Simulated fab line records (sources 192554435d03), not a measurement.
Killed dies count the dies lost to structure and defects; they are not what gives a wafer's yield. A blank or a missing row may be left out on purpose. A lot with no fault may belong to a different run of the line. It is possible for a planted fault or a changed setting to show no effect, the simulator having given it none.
fab line records	flow n5-finfet
[record] lots = 24	wafers = 72	last-day = 17
route steps=1938 shown HKMG_FIN@420 GATE_CUT@490
lots that met no fault: taken from a fault-free run of the same line
start-h: hours from the record's opening day to when the first of the lot's shown wafers began	wait-h: time in hours since the lot's previous step	" as in the row above	L1.1+2: one row covering several wafers at once	- no value, or no start given	* or withheld: withheld	< > ~ a bound
route shown NAME@n: a module of which the file shows steps, and the number in the route of the first	usual: average and standard deviation across the fault-free wafers	same: alike in all rows	chamber/n: place in a boat	sites: readings site by site	_std_site: the values' standard deviation	_edge_site: inner sites' mean taken away from outer sites' mean	radius-mm: how far each site lies from the wafer's centre	mask NAME#n: copy n	behind: the tool/chamber that last shaped the wafer	hold: what put the lot on hold/how long, in hours/how the hold closed	device: which transistor (n, p or np) failed to switch	end of line: the same wafers' tests at the end of the route	a step given without rows: its recipe and nothing more	killed: at the first sort, the dies lost to defects and structure; wafer yield is something else	map: per-die view of a wafer (x killed, . not killed, _ where there is no die)
set.NAME: the run value of the setting; set.NAME@STEP: its run value at that earlier step	model.NAME: the simulator's own value behind a step, which no gauge read
route steps across a sampled set of lots; one table per step, one row per wafer
services: when a tool's chamber went out of use (start-h, in hours from the record's first day, below 0 if earlier), for how many hours, and the reason
[[steps]]
[step N5_HKMG_FIN_THK_MEAS_70]
[recipe] thk-meas-gauge = xrf	reads = HfO2_of_HKMG_FIN_HK_ALD_01
[usual] HK_THK = 1.594/0.021
lot.wafer	tool	chamber	start-h	wait-h	HK_THK[nm]
L074.1	film-metro-02	-	74.14	0.2	1.599
L074.2	"	-	"	"	1.649
L074.6	"	-	"	"	1.631
L075.2	film-metro-01	-	83.68	0.2	1.589
L075.3	"	-	"	"	1.602
L075.6	"	-	"	"	1.598
L076.1	film-metro-02	-	86.70	0.2	1.605
L076.3	"	-	"	"	1.579
L076.4	"	-	"	"	1.547
L077.2	film-metro-02	-	93.91	0.2	1.586
L077.3	"	-	"	"	1.572
L077.6	"	-	"	"	1.585
L078.1	film-metro-02	-	99.32	0.2	1.588
L078.2	"	-	"	"	1.589
L078.5	"	-	"	"	1.572
L079.1	film-metro-02	-	106.16	0.2	1.636
L079.5	"	-	"	"	1.621
L079.6	"	-	"	"	1.596
L080.1	film-metro-01	-	110.73	0.2	1.593
L080.2	"	-	"	"	1.600
L080.6	"	-	"	"	1.587
L081.3	film-metro-02	-	116.05	0.2	1.562
L081.4	"	-	"	"	1.598
L081.5	"	-	"	"	1.603
L082.1	film-metro-01	-	121.97	0.2	1.593
L082.3	"	-	"	"	1.595
L082.4	"	-	"	"	1.613
L083.4	film-metro-02	-	126.68	0.2	1.623
L083.5	"	-	"	"	1.635
L083.6	"	-	"	"	1.627
L084.2	film-metro-02	-	134.55	0.2	1.594
L084.4	"	-	"	"	1.608
L084.5	"	-	"	"	1.604
L085.1	film-metro-02	-	141.56	0.2	1.585
L085.3	"	-	"	"	1.573
L085.6	"	-	"	"	1.601
L086.2	film-metro-02	-	148.47	0.2	1.593
L086.4	"	-	"	"	1.576
L086.6	"	-	"	"	1.592
L087.1	film-metro-02	-	154.70	0.2	1.602
L087.3	"	-	"	"	1.596
L087.6	"	-	"	"	1.598
L088.1	film-metro-02	-	160.93	0.2	1.596
L088.5	"	-	"	"	1.632
L088.6	"	-	"	"	1.550
L089.3	film-metro-02	-	164.07	0.2	1.608
L089.4	"	-	"	"	1.613
L089.5	"	-	"	"	1.586
L090.2	film-metro-02	-	171.61	0.2	1.579
L090.5	"	-	"	"	1.586
L090.6	"	-	"	"	1.579
L091.1	film-metro-02	-	177.02	0.2	1.617
L091.2	"	-	"	"	1.610
L091.4	"	-	"	"	1.597
L092.2	film-metro-02	-	181.40	0.2	1.604
L092.3	"	-	"	"	1.550
L092.4	"	-	"	"	1.570
L093.3	film-metro-02	-	186.39	0.4	1.573
L093.4	"	-	"	"	1.586
L093.5	"	-	"	"	1.571
L094.2	film-metro-02	-	193.30	0.2	1.569
L094.3	"	-	"	"	1.594
L094.5	"	-	"	"	1.598
L095.4	film-metro-02	-	201.53	0.2	1.636
L095.5	"	-	"	"	1.642
L095.6	"	-	"	"	1.609
L096.2	film-metro-02	-	207.84	0.5	1.580
L096.3	"	-	"	"	1.606
L096.6	"	-	"	"	1.601
L097.1	film-metro-01	-	214.32	0.2	1.587
L097.3	"	-	"	"	1.597
L097.4	"	-	"	"	1.611
[step N5_HKMG_FIN_ALD_91]
[recipe] material = TiN	target-thk-a = 10	temp-c = 400	ald-precursor-family = TiCl4	ald-co-reactant = NH3	pulse-time-s = 1	purge-time-s = 3	co-reactant-purge-time-s = 2	co-reactant-pulse-time-s = 2	ald-cycles = 47	pressure-torr = 3
[usual] heater-power-w = 875/120	precursor-pulse-height-rel = 0.999/0.019
lot.wafer	tool	chamber	start-h	wait-h	heater-power-w	precursor-pulse-height-rel
L074.1	ald-metal-01	1	75.96	0.3	1083	1.036
L074.2	"	2	"	"	822	0.970
L074.6	"	3	"	"	843	0.993
L075.2	ald-metal-04	1	86.20	0.3	784	0.991
L075.3	"	0	"	"	1077	0.993
L075.6	"	2	"	"	759	0.987
L076.1	ald-metal-01	2	89.06	0.3	812	0.992
L076.3	"	3	"	"	827	0.991
L076.4	"	0	"	"	808	1.006
L077.2	ald-metal-01	3	96.28	0.3	819	0.969
L077.3	"	2	"	"	799	0.983
L077.6	"	3	"	"	837	0.994
L078.1	ald-metal-03	3	101.62	0.3	847	1.027
L078.2	"	2	"	"	858	0.982
L078.5	"	0	"	"	829	1.029
L079.1	ald-metal-03	2	107.98	0.3	868	0.984
L079.5	"	2	"	"	905	1.019
L079.6	"	1	"	"	777	1.022
L080.1	ald-metal-03	2	112.63	0.3	883	1.008
L080.2	"	3	"	"	858	0.991
L080.6	"	3	"	"	851	0.975
L081.3	ald-metal-01	2	117.87	0.1	809	1.008
L081.4	"	0	"	"	797	0.984
L081.5	"	0	"	"	819	1.001
L082.1	ald-metal-01	0	123.80	0.3	811	1.003
L082.3	"	1	"	"	1122	0.986
L082.4	"	3	"	"	829	1.001
L083.4	ald-metal-01	3	128.62	0.1	801	1.019
L083.5	"	2	"	"	813	0.994
L083.6	"	3	"	"	813	1.025
L084.2	ald-metal-01	0	136.56	0.3	793	1.022
L084.4	"	2	"	"	796	1.007
L084.5	"	0	"	"	816	0.973
L085.1	ald-metal-04	1	143.52	0.3	793	0.982
L085.3	"	3	"	"	955	0.985
L085.6	"	2	"	"	761	0.983
L086.2	ald-metal-04	1	150.41	0.3	767	1.006
L086.4	"	3	"	"	971	1.021
L086.6	"	2	"	"	761	0.973
L087.1	ald-metal-04	1	156.64	0.3	789	1.040
L087.3	"	3	"	"	939	1.034
L087.6	"	2	"	"	746	0.973
L088.1	ald-metal-04	0	162.75	0.3	1047	1.000
L088.5	"	1	"	"	776	0.984
L088.6	"	0	"	"	1098	0.987
L089.3	ald-metal-04	3	166.01	0.1	966	0.991
L089.4	"	1	"	"	771	1.012
L089.5	"	3	"	"	977	1.005
L090.2	ald-metal-04	3	173.56	0.3	987	1.013
L090.5	"	2	"	"	754	0.962
L090.6	"	0	"	"	1051	0.992
L091.1	ald-metal-04	2	178.97	0.3	746	1.017
L091.2	"	0	"	"	1076	0.986
L091.4	"	3	"	"	993	0.996
L092.2	ald-metal-04	3	183.34	0.3	960	0.999
L092.3	"	2	"	"	771	0.987
L092.4	"	3	"	"	973	1.003
L093.3	ald-metal-01	0	188.82	0.3	799	1.035
L093.4	"	2	"	"	813	0.999
L093.5	"	2	"	"	826	1.012
L094.2	ald-metal-03	0	195.12	0.3	808	1.000
L094.3	"	3	"	"	865	0.996
L094.5	"	3	"	"	828	0.992
L095.4	ald-metal-04	2	203.47	0.1	750	0.977
L095.5	"	3	"	"	1002	1.020
L095.6	"	0	"	"	1065	1.017
L096.2	ald-metal-04	2	209.65	0.3	769	1.001
L096.3	"	1	"	"	775	1.039
L096.6	"	2	"	"	748	0.978
L097.1	ald-metal-03	1	216.27	0.3	790	1.009
L097.3	"	2	"	"	866	0.982
L097.4	"	0	"	"	830	1.010
[step N5_HKMG_FIN_INSPECT_28]
[recipe] inspect-instrument = darkfield	mode = post-cmp
[usual] raw-defect-count = 38/16
lot.wafer	tool	chamber	start-h	wait-h	raw-defect-count
L074.1	defect-inspect-02	-	79.50	0.0	49
L074.2	"	-	"	"	37
L074.6	"	-	"	"	62
L075.2	defect-inspect-01	-	90.00	0.0	26
L075.3	"	-	"	"	77
L075.6	"	-	"	"	49
L076.1	defect-inspect-02	-	92.82	0.0	38
L076.3	"	-	"	"	34
L076.4	"	-	"	"	55
L077.2	defect-inspect-02	-	100.09	0.0	32
L077.3	"	-	"	"	58
L077.6	"	-	"	"	56
L078.1	defect-inspect-02	-	105.11	0.0	52
L078.2	"	-	"	"	28
L078.5	"	-	"	"	38
L079.1	defect-inspect-02	-	111.39	0.0	27
L079.5	"	-	"	"	92
L079.6	"	-	"	"	43
L080.1	defect-inspect-02	-	116.23	0.0	45
L080.2	"	-	"	"	30
L080.6	"	-	"	"	33
L081.3	defect-inspect-01	-	121.29	0.0	53
L081.4	"	-	"	"	45
L081.5	"	-	"	"	79
L082.1	defect-inspect-02	-	127.20	0.0	37
L082.3	"	-	"	"	34
L082.4	"	-	"	"	38
L083.4	defect-inspect-01	-	132.12	0.0	44
L083.5	"	-	"	"	32
L083.6	"	-	"	"	47
L084.2	defect-inspect-01	-	140.08	0.0	55
L084.4	"	-	"	"	56
L084.5	"	-	"	"	28
L085.1	defect-inspect-02	-	146.94	0.0	53
L085.3	"	-	"	"	49
L085.6	"	-	"	"	47
L086.2	defect-inspect-02	-	154.11	0.0	68
L086.4	"	-	"	"	53
L086.6	"	-	"	"	21
L087.1	defect-inspect-01	-	160.16	0.0	33
L087.3	"	-	"	"	15
L087.6	"	-	"	"	23
L088.1	defect-inspect-02	-	166.16	0.0	18
L088.5	"	-	"	"	30
L088.6	"	-	"	"	37
L089.3	defect-inspect-01	-	169.57	0.0	21
L089.4	"	-	"	"	18
L089.5	"	-	"	"	23
L090.2	defect-inspect-02	-	177.51	0.0	43
L090.5	"	-	"	"	46
L090.6	"	-	"	"	27
L091.1	defect-inspect-01	-	182.52	0.0	69
L091.2	"	-	"	"	37
L091.4	"	-	"	"	22
L092.2	defect-inspect-01	-	186.80	0.0	27
L092.3	"	-	"	"	17
L092.4	"	-	"	"	14
L093.3	defect-inspect-01	-	192.23	0.0	52
L093.4	"	-	"	"	39
L093.5	"	-	"	"	73
L094.2	defect-inspect-02	-	198.69	0.0	19
L094.3	"	-	"	"	19
L094.5	"	-	"	"	20
L095.4	defect-inspect-02	-	207.24	0.0	22
L095.5	"	-	"	"	78
L095.6	"	-	"	"	45
L096.2	defect-inspect-01	-	213.06	0.0	43
L096.3	"	-	"	"	27
L096.6	"	-	"	"	38
L097.1	defect-inspect-01	-	219.82	0.0	66
L097.3	"	-	"	"	39
L097.4	"	-	"	"	50
[step N5_GATE_CUT_DESCUM_18]
[recipe] chemistry = O2	time-s = 7	source-power-w = 50	bias-power-w = 20	pressure-mtorr = 20	rf-frequency-hz = 2.712e+07	temp-c = 40	resist = CAR-EUV	o2-flow-sccm = 225
[usual] chamber-pressure-mTorr = 20.000/0.019	drypump-motor-current-A = 5.9/0.56	oes-product-au = 0.82/0.079	rf-vpp-V = 243.7/1.3	showerhead-plenum-p-Torr = 2.12/0.066	throttle-valve-pct = 20.40/0.24
[same] time-s = 7
lot.wafer	tool	chamber	start-h	wait-h	chamber-pressure-mTorr	drypump-motor-current-A	oes-product-au	rf-hours-counter-h	rf-vpp-V	showerhead-plenum-p-Torr	throttle-valve-pct
L074.1	rie-diel-01	2	83.58	0.0	20.011	5.3	0.68	243	241.9	2.06	20.65
L074.2	"	3	"	"	20.000	5.2	0.88	35	243.4	2.14	20.60
L074.6	"	1	"	"	19.984	5.5	0.90	-	244.7	2.14	19.99
L075.2	rie-diel-04	1	94.56	0.2	20.045	5.6	0.80	89	242.7	2.13	20.46
L075.3	"	2	"	"	20.006	6.5	0.77	111	240.9	2.00	20.65
L075.6	"	0	"	"	20.001	6.5	0.72	-	244.7	2.15	20.47
L076.1	rie-diel-01	0	96.79	0.0	19.987	6.8	0.91	28	245.7	2.23	20.36
L076.3	"	2	"	"	19.988	5.3	0.68	248	243.0	2.06	20.64
L076.4	"	1	"	"	20.005	5.5	0.91	-	243.1	2.14	19.98
L077.2	rie-diel-05	3	103.79	0.0	20.026	6.3	0.82	74	242.2	2.11	20.74
L077.3	"	2	"	"	20.024	5.2	0.77	149	243.1	2.09	20.22
L077.6	"	3	"	"	20.013	6.3	0.83	-	245.1	2.11	20.75
L078.1	rie-diel-01	0	109.24	0.0	19.997	6.7	0.91	34	245.4	2.23	20.36
L078.2	"	1	"	"	19.995	5.5	0.90	49	243.5	2.14	20.00
L078.5	"	1	"	"	20.000	5.5	0.90	-	243.7	2.14	20.00
L079.1	rie-diel-01	1	115.31	0.0	19.986	5.5	0.89	52	243.1	2.14	20.00
L079.5	"	1	"	"	19.988	5.5	0.89	-	243.6	2.14	20.01
L079.6	"	0	"	"	19.996	6.8	0.90	-	245.7	2.22	20.37
L080.1	rie-diel-01	0	120.58	0.3	19.983	6.7	0.89	39	245.6	2.22	20.35
L080.2	"	1	"	"	19.999	5.5	0.89	54	242.6	2.14	19.99
L080.6	"	1	"	"	20.016	5.5	0.90	-	244.6	2.14	20.02
L081.3	rie-diel-04	1	125.50	0.1	20.029	5.6	0.79	98	244.0	2.12	20.46
L081.4	"	2	"	"	19.999	6.5	0.75	119	240.8	2.00	20.67
L081.5	"	1	"	"	19.989	5.6	0.80	-	243.1	2.12	20.46
L082.1	rie-diel-05	1	130.90	0.0	20.021	5.8	0.76	137	241.8	2.01	20.67
L082.3	"	3	"	"	19.995	6.3	0.82	83	244.2	2.11	20.75
L082.4	"	0	"	"	19.989	5.7	0.81	87	244.3	2.20	20.13
L083.4	rie-diel-01	2	136.16	0.2	20.019	5.3	0.98	-	242.3	2.05	20.36
L083.5	"	1	"	"	20.010	5.5	0.88	-	243.5	2.14	20.02
L083.6	"	0	"	"	19.988	6.7	0.88	-	244.8	2.22	20.37
L084.2	rie-diel-01	0	144.20	0.2	19.992	6.8	0.87	47	244.9	2.22	20.37
L084.4	"	2	"	"	20.023	5.3	0.97	-	243.1	2.05	20.37
L084.5	"	0	"	"	19.987	6.8	0.88	-	245.7	2.22	20.36
L085.1	rie-diel-04	2	150.65	0.0	19.994	6.5	0.76	127	243.3	2.00	20.68
L085.3	"	1	"	"	20.015	5.6	0.79	104	242.5	2.12	20.47
L085.6	"	1	"	"	20.009	5.6	0.79	-	245.4	2.12	20.48
L086.2	rie-diel-04	2	157.92	0.1	19.992	6.4	0.75	130	242.2	2.00	20.68
L086.4	"	1	"	"	19.951	5.6	0.80	107	244.3	2.12	20.48
L086.6	"	0	"	"	20.017	6.5	0.70	-	245.0	2.14	20.50
L087.1	rie-diel-01	2	164.14	0.2	20.009	5.3	0.95	11	241.8	2.05	20.37
L087.3	"	3	"	"	20.019	5.2	0.86	46	243.1	2.14	20.61
L087.6	"	3	"	"	19.991	5.2	0.86	-	244.3	2.14	20.60
L088.1	rie-diel-05	0	170.41	0.0	19.989	5.7	0.81	100	244.8	2.20	20.13
L088.5	"	1	"	"	20.018	5.8	0.74	-	243.1	2.01	20.70
L088.6	"	0	"	"	20.037	5.7	0.80	-	246.3	2.20	20.16
L089.3	rie-diel-05	2	173.41	0.0	20.022	5.2	0.75	170	244.0	2.08	20.24
L089.4	"	3	"	"	19.991	6.3	0.80	96	242.7	2.11	20.77
L089.5	"	2	"	"	19.982	5.2	0.74	-	240.4	2.08	20.24
L090.2	rie-diel-01	1	181.57	0.3	20.015	5.5	0.87	72	243.4	2.13	20.03
L090.5	"	3	"	"	19.986	5.2	0.86	-	243.8	2.14	20.61
L090.6	"	2	"	"	20.032	5.3	0.93	-	242.5	2.05	20.39
L091.1	rie-diel-05	2	187.72	0.8	19.994	5.2	0.75	174	243.0	2.08	20.24
L091.2	"	0	"	"	19.985	5.7	0.80	105	244.6	2.20	20.15
L091.4	"	1	"	"	20.009	5.8	0.74	155	241.1	2.00	20.71
L092.2	rie-diel-04	1	191.17	0.3	20.009	5.6	0.78	117	243.1	2.12	20.50
L092.3	"	3	"	"	19.985	5.4	0.67	246	244.3	2.13	20.29
L092.4	"	0	"	"	19.976	6.5	0.69	233	243.8	2.14	20.51
L093.3	rie-diel-04	2	196.00	0.0	19.983	6.5	0.75	140	242.4	1.99	20.70
L093.4	"	1	"	"	20.015	5.6	0.79	118	243.0	2.12	20.49
L093.5	"	2	"	"	19.991	6.5	0.74	-	240.8	1.99	20.71
L094.2	rie-diel-01	0	202.39	0.0	20.003	6.7	0.85	63	244.5	2.22	20.41
L094.3	"	3	"	"	19.941	5.2	0.84	55	243.5	2.13	20.63
L094.5	"	3	"	"	20.017	5.2	0.85	-	243.8	2.13	20.63
L095.4	rie-diel-04	2	211.08	0.0	20.025	6.5	0.74	-	241.9	1.99	20.70
L095.5	"	1	"	"	20.016	5.6	0.77	-	243.3	2.12	20.50
L095.6	"	0	"	"	19.990	6.5	0.69	-	246.3	2.14	20.54
L096.2	rie-diel-05	1	217.02	0.3	19.996	5.8	0.73	163	240.1	2.00	20.72
L096.3	"	2	"	"	19.999	5.2	0.75	182	243.5	2.08	20.26
L096.6	"	0	"	"	20.018	5.7	0.79	-	245.0	2.19	20.17
L097.1	rie-diel-01	1	223.52	0.0	20.022	5.5	0.85	82	243.8	2.13	20.05
L097.3	"	2	"	"	19.967	5.4	0.91	25	243.2	2.05	20.41
L097.4	"	0	"	"	19.980	6.7	0.86	68	245.3	2.21	20.41
[step N5_GATE_CUT_ETCH_47]
[recipe] chemistry = Cl2/BCl3	target = SiO2	target-depth-a = 100	pressure-mtorr = 10	icp-w = 1000	bias-w = 126	Cl2_flow_sccm = 53.25	bcl3-flow-sccm = 21.75	Ar_flow_sccm = 25
[usual] chamber-pressure-mTorr = 10.000/0.0087	drypump-motor-current-A = 5.62/0.25	oes-product-au = 0.71/0.072	throttle-valve-pct = 22.86/0.2
lot.wafer	tool	chamber	start-h	wait-h	chamber-pressure-mTorr	drypump-motor-current-A	oes-product-au	rf-hours-counter-h	throttle-valve-pct
L074.1	rie-metal-02	1	84.13	0.0	9.992	5.53	0.64	101	22.64
L074.2	"	0	"	"	9.993	5.57	0.82	27	22.79
L074.6	"	0	"	"	10.006	5.58	0.82	-	22.80
L075.2	rie-metal-03	1	95.10	0.0	10.003	5.14	0.78	31	22.79
L075.3	"	0	"	"	10.002	5.75	0.77	-	22.77
L075.6	"	0	"	"	10.013	5.76	0.76	-	22.76
L076.1	rie-metal-02	1	97.33	0.0	10.014	5.52	0.64	102	22.64
L076.3	"	0	"	"	9.994	5.58	0.82	-	22.79
L076.4	"	1	"	"	10.017	5.57	0.64	-	22.62
L077.2	rie-metal-01	0	104.34	0.0	9.993	5.99	0.72	64	22.84
L077.3	"	0	"	"	10.004	6.00	0.72	-	22.84
L077.6	"	1	"	"	10.019	5.67	0.62	-	23.29
L078.1	rie-metal-01	0	109.97	0.0	10.000	6.04	0.73	64	22.86
L078.2	"	1	"	"	9.982	5.65	0.62	117	23.29
L078.5	"	0	"	"	10.009	6.03	0.72	-	22.83
L079.1	rie-metal-01	1	116.03	0.0	10.013	5.68	0.62	117	23.28
L079.5	"	0	"	"	10.003	6.02	0.72	-	22.83
L079.6	"	1	"	"	10.001	5.65	0.61	-	23.27
L080.1	rie-metal-02	0	121.31	0.0	10.002	5.58	0.81	30	22.80
L080.2	"	1	"	"	10.011	5.55	0.64	104	22.65
L080.6	"	0	"	"	9.996	5.56	0.82	-	22.79
L081.3	rie-metal-01	0	126.06	0.0	9.999	5.98	0.72	-	22.84
L081.4	"	1	"	"	10.003	5.64	0.63	-	23.28
L081.5	"	0	"	"	9.994	5.95	0.72	-	22.84
L082.1	rie-metal-03	0	131.44	0.0	10.006	5.74	0.76	51	22.75
L082.3	"	0	"	"	9.983	5.74	0.76	-	22.76
L082.4	"	1	"	"	10.014	5.13	0.77	-	22.80
L083.4	rie-metal-02	0	136.70	0.0	10.009	5.59	0.81	-	22.81
L083.5	"	1	"	"	10.010	5.54	0.64	-	22.67
L083.6	"	0	"	"	10.003	5.60	0.80	-	22.80
L084.2	rie-metal-02	0	144.75	0.0	10.008	5.56	0.80	32	22.80
L084.4	"	0	"	"	9.994	5.57	0.80	-	22.80
L084.5	"	0	"	"	10.011	5.56	0.80	-	22.80
L085.1	rie-metal-01	1	151.19	0.0	10.000	5.65	0.62	121	23.30
L085.3	"	1	"	"	10.007	5.66	0.62	-	23.29
L085.6	"	1	"	"	9.995	5.65	0.63	-	23.28
L086.2	rie-metal-02	0	158.47	0.0	10.002	5.58	0.80	34	22.81
L086.4	"	0	"	"	9.975	5.57	0.80	-	22.83
L086.6	"	1	"	"	9.993	5.53	0.63	-	22.65
L087.1	rie-metal-03	1	164.68	0.0	9.999	5.12	0.77	35	22.82
L087.3	"	0	"	"	9.995	5.73	0.77	-	22.77
L087.6	"	1	"	"	9.996	5.12	0.77	-	22.82
L088.1	rie-metal-03	1	170.95	0.0	10.004	5.13	0.77	36	22.80
L088.5	"	0	"	"	10.015	5.75	0.75	-	22.77
L088.6	"	1	"	"	9.991	5.12	0.77	-	22.81
L089.3	rie-metal-01	1	173.96	0.0	10.004	5.68	0.61	-	23.29
L089.4	"	0	"	"	10.014	6.03	0.71	-	22.85
L089.5	"	0	"	"	10.000	6.03	0.71	-	22.85
L090.2	rie-metal-03	0	182.11	0.0	10.009	5.74	0.74	55	22.78
L090.5	"	0	"	"	9.996	5.75	0.75	-	22.76
L090.6	"	1	"	"	9.994	5.14	0.76	-	22.80
L091.1	rie-metal-02	0	188.27	0.0	9.999	5.58	0.79	35	22.81
L091.2	"	1	"	"	9.991	5.53	0.62	109	22.67
L091.4	"	1	"	"	9.999	5.55	0.62	-	22.66
L092.2	rie-metal-02	0	191.71	0.0	9.988	5.59	0.79	36	22.83
L092.3	"	0	"	"	10.003	5.60	0.79	-	22.82
L092.4	"	1	"	"	9.999	5.51	0.62	-	22.66
L093.3	rie-metal-02	0	196.55	0.0	9.992	5.56	0.79	-	22.82
L093.4	"	1	"	"	10.002	5.51	0.62	-	22.67
L093.5	"	0	"	"	10.009	5.58	0.79	-	22.82
L094.2	rie-metal-01	0	202.94	0.0	10.005	6.00	0.70	73	22.87
L094.3	"	1	"	"	9.990	5.66	0.61	-	23.30
L094.5	"	1	"	"	10.000	5.65	0.61	-	23.29
L095.4	rie-metal-01	1	211.61	0.0	10.004	5.66	0.61	-	23.30
L095.5	"	0	"	"	9.996	6.01	0.71	-	22.87
L095.6	"	1	"	"	10.002	5.64	0.61	-	23.29
L096.2	rie-metal-03	0	217.56	0.0	9.985	5.76	0.73	58	22.78
L096.3	"	1	"	"	9.999	5.14	0.75	-	22.81
L096.6	"	1	"	"	10.002	5.12	0.75	-	22.82
L097.1	rie-metal-02	1	224.07	0.0	9.980	5.50	0.62	112	22.68
L097.3	"	0	"	"	10.010	5.57	0.78	-	22.83
L097.4	"	1	"	"	9.993	5.51	0.62	-	22.68
[step N5_GATE_CUT_VAPOR_ETCH_51]
[recipe] chemistry = BCl3/Cl2	target = HfO2	mode = isotropic
[usual] drypump-motor-current-A = 5.62/0.24	oes-product-au = 0.71/0.073
lot.wafer	tool	chamber	start-h	wait-h	drypump-motor-current-A	oes-product-au
L074.1	rie-metal-02	1	84.22	0.0	5.55	0.64
L074.2	"	0	"	"	5.59	0.83
L074.6	"	0	"	"	5.57	0.82
L075.2	rie-metal-03	1	95.19	0.0	5.13	0.79
L075.3	"	0	"	"	5.76	0.77
L075.6	"	0	"	"	5.76	0.76
L076.1	rie-metal-02	1	97.42	0.0	5.51	0.65
L076.3	"	0	"	"	5.57	0.82
L076.4	"	1	"	"	5.52	0.65
L077.2	rie-metal-01	0	104.43	0.0	6.05	0.73
L077.3	"	0	"	"	6.02	0.72
L077.6	"	1	"	"	5.65	0.63
L078.1	rie-metal-01	0	110.06	0.0	6.06	0.72
L078.2	"	1	"	"	5.65	0.62
L078.5	"	0	"	"	6.04	0.72
L079.1	rie-metal-01	1	116.12	0.0	5.67	0.62
L079.5	"	0	"	"	6.01	0.72
L079.6	"	1	"	"	5.67	0.62
L080.1	rie-metal-02	0	121.40	0.0	5.58	0.81
L080.2	"	1	"	"	5.53	0.64
L080.6	"	0	"	"	5.59	0.81
L081.3	rie-metal-01	0	126.15	0.0	6.02	0.72
L081.4	"	1	"	"	5.65	0.62
L081.5	"	0	"	"	5.97	0.72
L082.1	rie-metal-03	0	131.53	0.0	5.74	0.77
L082.3	"	0	"	"	5.73	0.76
L082.4	"	1	"	"	5.13	0.78
L083.4	rie-metal-02	0	136.79	0.0	5.57	0.81
L083.5	"	1	"	"	5.51	0.63
L083.6	"	0	"	"	5.58	0.80
L084.2	rie-metal-02	0	144.84	0.0	5.57	0.82
L084.4	"	0	"	"	5.59	0.81
L084.5	"	0	"	"	5.59	0.80
L085.1	rie-metal-01	1	151.28	0.0	5.65	0.62
L085.3	"	1	"	"	5.64	0.62
L085.6	"	1	"	"	5.65	0.62
L086.2	rie-metal-02	0	158.56	0.0	5.57	0.79
L086.4	"	0	"	"	5.59	0.79
L086.6	"	1	"	"	5.56	0.63
L087.1	rie-metal-03	1	164.77	0.0	5.11	0.78
L087.3	"	0	"	"	5.72	0.75
L087.6	"	1	"	"	5.14	0.77
L088.1	rie-metal-03	1	171.04	0.0	5.13	0.78
L088.5	"	0	"	"	5.74	0.76
L088.6	"	1	"	"	5.15	0.76
L089.3	rie-metal-01	1	174.05	0.0	5.67	0.61
L089.4	"	0	"	"	6.00	0.70
L089.5	"	0	"	"	6.03	0.71
L090.2	rie-metal-03	0	182.20	0.0	5.75	0.74
L090.5	"	0	"	"	5.75	0.75
L090.6	"	1	"	"	5.17	0.77
L091.1	rie-metal-02	0	188.36	0.0	5.58	0.79
L091.2	"	1	"	"	5.54	0.63
L091.4	"	1	"	"	5.54	0.62
L092.2	rie-metal-02	0	191.80	0.0	5.59	0.80
L092.3	"	0	"	"	5.57	0.80
L092.4	"	1	"	"	5.55	0.63
L093.3	rie-metal-02	0	196.64	0.0	5.57	0.79
L093.4	"	1	"	"	5.53	0.63
L093.5	"	0	"	"	5.57	0.78
L094.2	rie-metal-01	0	203.03	0.0	6.02	0.70
L094.3	"	1	"	"	5.66	0.61
L094.5	"	1	"	"	5.66	0.61
L095.4	rie-metal-01	1	211.70	0.0	5.67	0.61
L095.5	"	0	"	"	6.00	0.70
L095.6	"	1	"	"	5.67	0.61
L096.2	rie-metal-03	0	217.65	0.0	5.74	0.74
L096.3	"	1	"	"	5.13	0.76
L096.6	"	1	"	"	5.16	0.76
L097.1	rie-metal-02	1	224.16	0.0	5.54	0.62
L097.3	"	0	"	"	5.58	0.78
L097.4	"	1	"	"	5.55	0.62
[[services]]
tool	chamber	start-h	hours	kind
ald-metal-03	-	52.60	14.6	pm
ald-metal-04	3	58.69	30.7	repair
ald-metal-01	1	86.20	15.2	repair
rie-metal-02	-	86.51	0.1	repair
rie-diel-05	1	95.99	7.9	repair
rie-diel-01	2	104.60	-	clean
rie-diel-01	2	104.60	-	consumable-replace:focus-ring
rie-diel-01	2	104.60	26.7	scheduled-down
rie-diel-01	2	104.60	26.7	vent-cycle
rie-diel-01	3	108.65	45.3	repair
rie-metal-01	-	117.96	0.2	repair
rie-diel-05	0	121.56	1.7	repair
ald-metal-01	3	131.61	8.5	repair
ald-metal-01	1	152.62	6.5	repair
rie-metal-03	1	155.58	8.0	repair
ald-metal-04	1	170.44	13.7	repair
rie-metal-01	1	186.18	2.5	repair
ald-metal-04	-	186.83	8.7	pm
rie-diel-04	3	202.30	-	clean
rie-diel-04	3	202.30	-	consumable-replace:focus-ring
rie-diel-04	3	202.30	28.8	scheduled-down
rie-diel-04	3	202.30	28.8	vent-cycle
ald-metal-04	3	204.08	28.1	repair
rie-diel-01	-	206.39	0.5	repair
[[key]]
fault none
